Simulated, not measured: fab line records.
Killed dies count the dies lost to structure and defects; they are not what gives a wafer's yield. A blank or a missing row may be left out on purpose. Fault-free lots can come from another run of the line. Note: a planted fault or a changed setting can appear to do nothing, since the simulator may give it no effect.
Chamber matching -- flow n5Finfet -- N5_BEOL_M11_ALD_74 on aldMetal-01 has 4 sister chambers
The step deposits TaN, target thk 2 nm, pulse time 2 s, purge time 3 s. 27 wafers are shown with their chamber, then 12 later ones without.

WAFERS PAIRED WITH THEIR CHAMBERS
wafer,chamber,heaterPowerW (W),susceptorTempC (C)
L076.1,2,424,275.34
L076.2,0,398,275.29
L076.6,1,360,274.83
L077.3,2,419,275.11
L077.4,1,361,274.68
L077.5,1,363,274.70
L078.1,3,560,275.02
L078.2,1,360,275.07
L078.4,0,389,274.97
L080.1,2,419,274.78
L080.2,1,363,274.93
L080.3,0,394,275.06
L080.4,3,553,275.20
L080.5,1,361,274.80
L080.6,0,378,275.09
L086.1,2,428,275.36
L086.2,1,359,275.32
L086.3,0,388,274.75
L086.4,3,557,275.10
L086.5,1,356,275.07
L086.6,0,384,275.14
L089.1,1,363,274.92
L089.2,0,380,274.54
L089.6,0,387,274.97
L087.3,2,412,274.71
L087.4,3,549,274.99
L087.6,1,370,275.26

SIGNATURES (means of the wafers above)
reading,chamber 0,chamber 1,chamber 2,chamber 3,scatter within a chamber
heaterPowerW,387.25,361.60,420.40,554.75,5.31
susceptorTempC,274.9762,274.9580,275.0600,275.0775,0.23
Rule: for each reading, subtract the chamber's mean from the wafer's reading, divide by that reading's scatter and square the result; add these up over the readings and take the root, which gives the wafer's distance from the chamber. The wafer belongs to the nearest chamber; if the next one is less than 2 further off, it can't be placed. The scatter: take each reading less its chamber's mean, square it, sum over the shown wafers, divide by the number of wafers less the number of chambers, and take the root.

WAFERS WITHOUT THEIR CHAMBER
wafer,heaterPowerW (W),susceptorTempC (C)
L090.1,415,275.31
L090.2,387,275.06
L090.4,350,274.79
L094.1,381,274.47
L094.3,427,275.29
L094.5,364,275.21
L097.1,345,274.91
L097.2,387,274.90
L097.3,559,274.91
L097.4,414,274.97
L097.5,549,275.34
L097.6,418,275.13

WHICH CHAMBER EACH ONE RAN IN
wafer,from the rows above,in truth
L090.1,2,2
L090.2,0,0
L090.4,1,1
L094.1,can't be placed: 0 or 1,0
L094.3,2,2
L094.5,1,1
L097.1,1,1
L097.2,0,0
L097.3,3,3
L097.4,2,2
L097.5,3,3
L097.6,2,2
Correctly placed: 11 of 12. Cannot be placed on the basis of these rows: 1; the candidates contain the true chamber in 1. Number placed wrongly: 0.
